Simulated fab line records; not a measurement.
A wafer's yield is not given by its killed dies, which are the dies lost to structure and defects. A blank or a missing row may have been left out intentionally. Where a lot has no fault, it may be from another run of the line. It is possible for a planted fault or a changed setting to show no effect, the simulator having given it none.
fab line records	flow nandHarc
record: lots: 11	wafers: 33	lastDay: 25
route steps=1159 shown A_STAIRCASE@547 END@1159
lots that met no fault: taken from a fault-free run of the same line
startH: hours from the record's opening day to when the first of the lot's shown wafers began	waitH: hours since the lot's step before	" the same as in the row above	L1.1+2: several wafers, shown together as one row	- no value, or no start was given	* or withheld: withheld	< > ~ a bound
route shown NAME@n: names a module that has steps shown in the file, with the first one's number in the route	usual: the fault-free wafers' mean and standard deviation	same: alike in all rows	chamber/n: place in a boat	sites: readings site by site	_std_site: the standard deviation of these	_edge_site: outer sites' mean less inner sites'	radiusMm: how far each site lies from the wafer's centre	mask NAME#n: copy n	behind: the last tool/chamber to shape the wafer	hold: why the lot went on hold/how many hours it stayed there/how the hold came to an end	device: transistor that didn't switch, given as n, p or np	end of line: the same wafers' tests at the end of the route	a step without rows: its recipe alone	killed: count of dies lost to structure and defects at first sort (not the wafer's yield)	map: a wafer's dies, x killed, . not, _ none there
set.NAME: the setting the step ran with; set.NAME@STEP: the setting that earlier step ran with	model.NAME: the simulator's own value behind a step, which no gauge read
the route's steps for a sample of lots (tables are steps, rows are wafers)
services: a tool's chamber out of use, with start hour (startH, from the record's first day; less than 0 if before it), hours out, and reason
== steps ==
step: NHARC_A_STAIRCASE_DESCUM_11
recipe: timeS: 3	o2FlowSccm: 200	arFlowSccm: 0	biasPowerW: 0	chemistry: O2
usual: drypumpMotorCurrentA: 5.7/0.46	oesProductAu: 0.997/0.014	rfVppV: 58.0/0.84	showerheadPlenumPTorr: 1.97/0.077	throttleValvePct: 11.311/0.0093
lot.wafer	tool	chamber	startH	waitH	drypumpMotorCurrentA	oesProductAu	rfHoursCounterH	rfVppV	showerheadPlenumPTorr	throttleValvePct
L646.3	rieDiel-09	2	218.49	-	5.8	0.992	46	58.6	2.06	11.311
L646.1	"	0	"	"	5.9	0.988	47	58.5	1.97	11.325
L646.6	"	2	"	"	5.8	1.006	-	57.6	2.06	11.324
L649.3	rieDiel-01	3	246.27	-	5.6	0.980	40	58.3	1.99	11.318
L649.4	"	0	"	"	5.2	1.013	-	58.7	2.00	11.342
L649.6	"	2	"	"	6.3	0.990	-	57.7	1.78	11.311
L648.2	rieDiel-09	2	246.62	-	5.8	0.999	57	57.5	2.06	11.312
L648.4	"	1	"	"	5.7	0.987	54	59.6	1.93	11.326
L648.6	"	3	"	"	5.1	1.025	-	57.8	2.02	11.309
L650.4	rieDiel-01	0	262.06	-	5.2	1.001	47	56.8	2.00	11.322
L650.2	"	3	"	"	5.6	0.971	49	58.3	1.99	11.303
L650.5	"	0	"	"	5.2	1.004	-	57.4	2.00	11.307
L651.2	rieDiel-01	0	262.11	-	5.2	1.006	47	58.2	2.00	11.312
L651.4	"	2	"	"	6.2	1.007	47	56.4	1.78	11.306
L651.3	"	3	"	"	5.6	0.972	49	58.6	1.99	11.329
L653.3	rieDiel-01	3	270.03	-	5.6	0.987	52	57.2	1.99	11.318
L653.1	"	0	"	"	5.2	1.008	50	56.8	1.99	11.323
L653.5	"	3	"	"	5.7	0.989	-	58.3	1.99	11.309
L663.3	rieDiel-01	3	335.54	-	5.6	1.016	4	58.2	1.98	11.318
L663.1	"	1	"	"	5.7	0.988	4	57.8	1.97	11.305
L663.6	"	3	"	"	5.6	1.017	-	56.5	1.98	11.316
L661.1	rieDiel-01	0	335.83	-	5.2	1.016	4	58.4	1.99	11.296
L661.3	"	2	"	"	6.3	0.994	4	56.8	1.78	11.310
L661.6	"	0	"	"	5.2	1.027	-	58.8	1.99	11.300
L666.2	rieDiel-01	0	355.67	-	5.2	1.023	12	58.4	1.99	11.317
L666.1	"	1	"	"	5.7	0.997	13	59.0	1.96	11.295
L666.4	"	2	"	"	6.2	0.983	13	56.3	1.77	11.312
L667.1	rieDiel-09	0	359.08	-	5.9	0.979	33	57.4	1.95	11.310
L667.3	"	2	"	"	5.8	0.991	33	58.4	2.04	11.306
L667.4	"	3	"	"	5.1	0.997	32	57.8	2.01	11.303
L668.2	rieDiel-10	2	377.25	-	6.6	0.998	5	58.1	2.05	11.324
L668.6	"	2	"	"	6.6	1.001	-	59.0	2.05	11.298
L668.5	"	3	"	"	5.0	0.988	-	57.5	2.05	11.303
step: NHARC_A_STAIRCASE_TRIM_14
recipe: timeS: 211.2	o2FlowSccm: 500	arFlowSccm: 0	biasW: 0	chemistry: O2
usual: drypumpMotorCurrentA: 5.7/0.45	oesProductAu: 0.996/0.013	rfVppV: 58.0/0.92	runLengthS: 232.7/0.45	showerheadPlenumPTorr: 3.63/0.13	throttleValvePct: 17.036/0.0087
lot.wafer	tool	chamber	startH	waitH	drypumpMotorCurrentA	oesProductAu	rfHoursCounterH	rfVppV	runLengthS	showerheadPlenumPTorr	throttleValvePct
L646.3	rieDiel-09	3	218.88	-	5.1	1.009	45	56.3	233.1	3.71	17.049
L646.1	"	0	"	"	5.9	0.996	47	59.4	233.4	3.62	17.025
L646.6	"	2	"	"	5.8	0.999	-	58.5	232.7	3.78	17.034
L649.3	rieDiel-01	2	246.68	-	6.2	0.996	38	56.4	232.8	3.31	17.041
L649.4	"	3	"	"	5.6	0.975	-	59.7	232.9	3.66	17.044
L649.6	"	2	"	"	6.3	0.987	-	58.3	232.8	3.31	17.035
L648.2	rieDiel-09	3	248.40	-	5.1	1.027	56	56.6	232.9	3.71	17.037
L648.4	"	1	"	"	5.8	0.999	56	57.5	233.0	3.56	17.030
L648.6	"	2	"	"	5.8	1.006	-	58.2	232.9	3.77	17.046
L650.2	rieDiel-01	2	262.47	-	6.3	0.999	47	57.8	233.2	3.30	17.028
L650.4	"	0	"	"	5.2	1.017	-	56.2	306.1	3.67	17.047
L650.5	"	2	"	"	6.3	0.996	-	56.7	233.0	3.30	17.034
L651.2	rieDiel-01	0	262.55	-	5.2	1.001	47	58.8	306.1	3.67	17.043
L651.3	"	2	"	"	6.3	1.007	47	58.5	233.5	3.30	17.027
L651.4	"	2	"	"	6.3	0.992	-	57.6	232.7	3.30	17.036
L653.3	rieDiel-01	3	270.49	-	5.6	0.976	53	58.1	232.8	3.65	17.051
L653.1	"	0	"	"	5.2	1.001	50	60.2	306.2	3.67	17.044
L653.5	"	0	"	"	5.2	1.005	-	56.4	306.1	3.67	17.032
L663.1	rieDiel-01	1	335.90	-	5.7	0.976	4	58.7	232.7	3.62	17.049
L663.3	"	2	"	"	6.3	0.974	4	58.2	232.9	3.29	17.032
L663.6	"	0	"	"	5.2	1.012	-	57.4	232.5	3.66	17.030
L661.1	rieDiel-01	1	336.23	-	5.7	0.983	5	57.3	232.6	3.62	17.033
L661.3	"	2	"	"	6.3	0.991	4	56.9	232.9	3.29	17.028
L661.6	"	2	"	"	6.2	0.993	-	57.7	233.0	3.29	17.037
L666.1	rieDiel-01	3	356.13	-	5.7	1.009	12	58.0	232.9	3.64	17.038
L666.2	"	0	"	"	5.2	1.012	12	57.9	232.9	3.65	17.051
L666.4	"	2	"	"	6.3	0.991	13	55.9	233.2	3.29	17.041
L667.1	rieDiel-09	0	359.43	-	5.9	0.985	33	57.3	233.4	3.60	17.039
L667.4	"	1	"	"	5.8	0.980	35	57.6	232.9	3.54	17.034
L667.3	"	2	"	"	5.8	0.984	33	57.1	232.3	3.75	17.040
L668.2	rieDiel-10	3	377.88	-	5.0	0.996	5	58.3	232.4	3.77	17.040
L668.6	"	1	"	"	5.8	1.008	-	58.0	232.2	3.56	17.034
L668.5	"	2	"	"	6.6	1.004	-	58.4	232.1	3.77	17.022
step: NHARC_A_STAIRCASE_TRIM_18
recipe: timeS: 211.2	o2FlowSccm: 500	arFlowSccm: 0	biasW: 0	chemistry: O2
usual: drypumpMotorCurrentA: 5.7/0.44	oesProductAu: 0.997/0.013	rfVppV: 58.0/0.91	runLengthS: 232.7/0.51	showerheadPlenumPTorr: 3.61/0.14	throttleValvePct: 17.037/0.0086
lot.wafer	tool	chamber	startH	waitH	drypumpMotorCurrentA	oesProductAu	rfHoursCounterH	rfVppV	runLengthS	showerheadPlenumPTorr	throttleValvePct
L646.1	rieDiel-09	2	-	-	5.8	1.003	47	58.5	232.6	3.78	17.033
L646.3	"	3	"	"	5.1	1.020	45	57.8	232.9	3.71	17.021
L646.6	"	2	"	"	5.8	0.998	-	58.7	232.5	3.78	17.054
L648.2	rieDiel-09	1	-	-	5.8	0.987	56	59.0	233.0	3.56	17.043
L648.4	"	2	"	"	5.8	1.003	59	57.4	232.6	3.77	17.034
L648.6	"	1	"	"	5.7	0.997	-	57.4	233.1	3.56	17.041
L649.3	rieDiel-01	0	-	-	5.2	1.003	42	58.3	232.6	3.67	17.038
L649.6	"	0	"	"	5.2	1.007	-	57.3	232.3	3.67	17.032
L649.4	"	3	"	"	5.6	0.971	-	58.3	232.9	3.66	17.051
L650.2	rieDiel-01	2	-	-	6.3	1.003	48	57.2	232.9	3.30	17.042
L650.5	"	2	"	"	6.3	0.998	-	56.3	233.6	3.30	17.031
L650.4	"	3	"	"	5.6	0.985	-	58.6	233.3	3.66	17.042
L651.3	rieDiel-01	3	-	-	5.7	0.978	50	57.1	233.3	3.66	17.033
L651.2	"	0	"	"	5.2	1.014	48	58.4	232.4	3.67	17.041
L651.4	"	3	"	"	5.6	0.975	-	58.0	233.3	3.66	17.027
L653.1	rieDiel-01	1	-	-	5.7	1.008	40	56.6	232.5	3.63	17.048
L653.3	"	0	"	"	5.2	1.013	51	57.9	233.0	3.67	17.035
L653.5	"	2	"	"	6.2	0.999	-	56.9	233.2	3.30	17.028
L663.1	rieDiel-01	0	-	-	5.2	1.016	4	58.6	232.3	3.66	17.032
L663.3	"	3	"	"	5.6	1.006	4	58.6	233.1	3.64	17.033
L663.6	"	1	"	"	5.7	0.974	-	58.0	232.9	3.62	17.028
L661.3	rieDiel-01	3	-	-	5.7	1.013	5	57.5	233.0	3.64	17.037
L661.1	"	0	"	"	5.2	1.028	5	57.0	232.5	3.66	17.029
L661.6	"	2	"	"	6.3	0.996	-	59.6	233.1	3.29	17.037
L666.2	rieDiel-01	2	-	-	6.3	0.985	13	57.0	233.2	3.29	17.047
L666.4	"	3	"	"	5.7	1.013	12	57.8	232.9	3.64	17.034
L666.1	"	0	"	"	5.2	1.020	13	60.0	232.3	3.65	17.037
L667.4	rieDiel-09	1	-	-	5.7	0.994	36	57.2	233.3	3.54	17.039
L667.3	"	2	"	"	5.8	0.999	33	59.6	232.5	3.75	17.039
L667.1	"	3	"	"	5.1	0.997	32	58.4	233.2	3.69	17.051
L668.2	rieDiel-10	0	-	-	6.1	1.008	5	58.1	231.7	3.47	17.036
L668.5	"	2	"	"	6.6	1.002	-	57.7	232.5	3.77	17.030
L668.6	"	3	"	"	5.0	0.985	-	58.8	232.4	3.76	17.045
step: NHARC_A_STAIRCASE_ETCH_21
recipe: targetDepthA: 1000	timeS: 40.5	ionEnergyEv: 400	c4f8FlowSccm: 20	o2FlowSccm: 10	arFlowSccm: withheld	rfW: 600	biasW: 1000	chemistry: C4F8/O2
usual: oesProductAu: 0.943/0.019	rfFwdPowerW: 594/3.1	rfVppV: 899/5.1
lot.wafer	tool	chamber	startH	waitH	oesProductAu	rfFwdPowerW	rfHoursCounterH	rfVppV
L646.3	rieDiel-09	0	-	-	0.927	595	48	902
L646.1	"	1	"	"	0.918	596	45	897
L646.6	"	3	"	"	0.959	593	-	902
L648.2	rieDiel-01	3	-	-	0.914	597	43	902
L648.4	"	3	"	"	0.919	600	-	901
L648.6	"	0	"	"	0.946	592	-	901
L649.4	rieDiel-09	3	-	-	0.987	590	57	903
L649.3	"	0	"	"	0.941	595	59	899
L649.6	"	1	"	"	0.939	596	-	898
L650.4	rieDiel-09	3	-	-	0.990	590	0	903
L650.2	"	0	"	"	0.959	595	0	900
L650.5	"	1	"	"	0.963	598	-	898
L651.2	rieDiel-01	2	-	-	0.927	593	48	887
L651.3	"	0	"	"	0.949	592	48	901
L651.4	"	0	"	"	0.948	592	-	902
L653.3	rieDiel-01	1	-	-	0.937	589	42	899
L653.1	"	3	"	"	0.919	600	54	900
L653.5	"	1	"	"	0.933	591	-	900
L663.1	rieDiel-10	2	-	-	0.911	594	58	904
L663.3	"	0	"	"	0.912	594	58	894
L663.6	"	1	"	"	0.921	597	-	898
L661.3	rieDiel-01	0	-	-	0.953	594	5	901
L661.1	"	1	"	"	0.918	590	5	899
L661.6	"	0	"	"	0.947	595	-	901
L666.2	rieDiel-01	1	-	-	0.918	589	13	899
L666.4	"	2	"	"	0.929	592	13	887
L666.1	"	0	"	"	0.954	592	13	901
L667.1	rieDiel-09	1	-	-	0.922	599	36	898
L667.3	"	2	"	"	0.934	590	34	904
L667.4	"	0	"	"	0.908	596	34	899
L668.2	rieDiel-01	3	-	-	0.976	597	24	901
L668.5	"	0	"	"	0.993	595	-	902
L668.6	"	1	"	"	0.962	586	-	898
step: NHARC_END_SORT_01
recipe: tempC: 25
usual: killedAtArray: 30/10	killedAtOther: 0.5/0.82	killedAtPeriphery: 2.9/2	killedDies: 34/11	killedOpen: 3.2/1.8	killedShort: 2.0/1.4
same: grossDies: 677
lot.wafer	tool	chamber	startH	waitH	killedAtArray	killedAtOther	killedAtPeriphery	killedDies	killedOpen	killedShort
L650.2	prober-01	0	474.89	2.8	29	0	3	32	4	1
L650.4	prober-01	0	476.48	3.4	303	0	2	305	2	3
L650.5	prober-01	0	477.28	3.7	18	0	3	21	1	0
L651.2	prober-02	0	474.92	2.8	298	0	3	301	0	6
L651.3	prober-02	0	475.71	3.1	26	0	3	29	2	2
L651.4	prober-02	0	476.51	3.4	23	0	1	24	1	0
L653.1	prober-02	0	481.94	2.6	241	0	3	244	3	1
L653.3	prober-02	0	483.54	3.1	33	0	0	33	3	1
L653.5	prober-02	0	485.14	3.7	284	0	4	288	4	0
killed by level:class
L650.2 A_STAIRCASE:chamberFilmFlake=11 A_CHANNEL_HOLE_D1:chamberFilmFlake=8 A_CONTACT:chamberFilmFlake=3 A_CHANNEL_FILL_D1:geometricParticle:open=2 A_CONTACT:geometricParticle:open=2 A_CHANNEL_FILL_D1:chamberFilmFlake=2 A_ONON_D1:geometricParticle:short=1 P_ZERO_WELL:chamberFilmFlake=1
L651.2 A_STAIRCASE:areaTrim=268 A_CHANNEL_HOLE_D1:chamberFilmFlake=10 A_SLIT:chamberFilmFlake=10 A_CONTACT:chamberFilmFlake=4 A_CHANNEL_FILL_D1:geometricParticle:short=2 A_WL_FILL:geometricParticle:short=2 A_STAIRCASE:chamberFilmFlake=2 P_CONTACT:geometricParticle:short=1
L651.3 A_CHANNEL_HOLE_D1:chamberFilmFlake=9 A_SLIT:chamberFilmFlake=9 A_CONTACT:chamberFilmFlake=4 P_STI:geometricParticle:short=1 P_M0:geometricParticle:short=1 A_WL_FILL:geometricParticle:open=1 A_CONTACT:geometricParticle:open=1 P_STI:chamberFilmFlake=1
L650.4 A_STAIRCASE:areaTrim=273 A_STAIRCASE:chamberFilmFlake=9 A_CONTACT:chamberFilmFlake=7 A_CHANNEL_FILL_D1:chamberFilmFlake=3 A_SGD_CUT:chamberFilmFlake=3 A_CONTACT:geometricParticle:open=2 P_M0:chamberFilmFlake=2 A_CHANNEL_HOLE_D1:chamberFilmFlake=2
L651.4 A_SLIT:chamberFilmFlake=11 A_CHANNEL_HOLE_D1:chamberFilmFlake=9 A_BLC:geometricParticle:open=1 P_STI:chamberFilmFlake=1 A_CHANNEL_FILL_D1:chamberFilmFlake=1 A_STAIRCASE:chamberFilmFlake=1
L650.5 A_CHANNEL_HOLE_D1:chamberFilmFlake=7 A_STAIRCASE:chamberFilmFlake=5 A_CONTACT:chamberFilmFlake=4 P_M0:chamberFilmFlake=2 P_M0:geometricParticle:open=1 A_ZERO_WELL:chamberFilmFlake=1 A_CHANNEL_FILL_D1:chamberFilmFlake=1
L653.1 A_STAIRCASE:areaTrim=208 A_CHANNEL_HOLE_D1:chamberFilmFlake=12 A_SLIT:chamberFilmFlake=9 A_CONTACT:chamberFilmFlake=5 A_STAIRCASE:chamberFilmFlake=3 P_CONTACT:chamberFilmFlake=2 A_CONTACT:geometricParticle:short=1 A_CONTACT:geometricParticle:open=1
L653.3 A_CHANNEL_HOLE_D1:chamberFilmFlake=15 A_STAIRCASE:chamberFilmFlake=6 A_SLIT:chamberFilmFlake=6 A_CONTACT:chamberFilmFlake=2 A_ONON_D1:geometricParticle:open=1 A_ONON_D1:geometricParticle:short=1 A_CHANNEL_HOLE_D1:geometricParticle:open=1 A_CHANNEL_FILL_D1:geometricParticle:open=1
L653.5 A_STAIRCASE:areaTrim=247 A_SLIT:chamberFilmFlake=14 A_CHANNEL_HOLE_D1:chamberFilmFlake=12 A_STAIRCASE:chamberFilmFlake=3 P_GATE:chamberFilmFlake=2 A_CONTACT:chamberFilmFlake=2 A_SOURCE_PLATE:geometricParticle:open=1 A_ONON_D1:geometricParticle:open=1
== services ==
tool	chamber	startH	hours	kind
rieDiel-01	0	195.80	-	clean
rieDiel-01	1	195.80	-	clean
rieDiel-01	2	195.80	-	clean
rieDiel-01	3	195.80	-	clean
rieDiel-01	-	217.76	0.4	repair
rieDiel-01	0	220.30	-	clean
rieDiel-01	1	220.30	-	clean
rieDiel-01	2	220.30	-	clean
rieDiel-01	3	220.30	-	clean
rieDiel-01	1	242.19	13.4	repair
rieDiel-01	0	245.26	-	clean
rieDiel-01	2	245.26	-	clean
rieDiel-01	3	245.26	-	clean
rieDiel-01	0	269.76	-	clean
rieDiel-01	1	269.76	-	clean
rieDiel-01	2	269.76	-	clean
rieDiel-01	3	269.76	-	clean
rieDiel-10	2	283.63	8.9	repair
rieDiel-01	0	294.77	-	clean
rieDiel-01	1	294.77	-	clean
rieDiel-01	2	294.77	-	clean
rieDiel-01	3	294.77	-	clean
rieDiel-01	-	316.11	9.0	pm
rieDiel-10	-	353.66	9.0	pm
== key ==
firstSign: step: NHARC_A_STAIRCASE_TRIM_14	reading: runLengthS	direction: up	sigmas: 99+	usual: *	struck: *
effect: step: NHARC_END_SORT_01	reading: killedAtArray	direction: up	sigmas: 24	usual: 30	struck: 282
moreKillsBornAt: NHARC_A_STAIRCASE_TRIM_14@rieDiel-01: 996
metAt NHARC_A_STAIRCASE_TRIM_14
struckLots L650,L651,L653
struckWafers L650.4,L651.2,L653.1,L653.5
testerLeftOut L650,L651,L653
notActingAt NHARC_A_STAIRCASE_DESCUM_11,NHARC_A_STAIRCASE_TRIM_18,NHARC_A_STAIRCASE_ETCH_21
fault: kind: processParameterDrift	tool: rieDiel-01	chamber: 0	onsetH: 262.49	steps: NHARC_A_STAIRCASE_TRIM_14	channel: timeS	offset: *	shape: step	endH: 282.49	actsIn: *	stated: *
testerLeftOut: of these lots the tester's yield and bins aren't shown, on N5 and GAA mostly nor the transistor test; their killed dies are dies lost to structure and defects alone, not to doping, threshold or leakage, so they don't give the yield
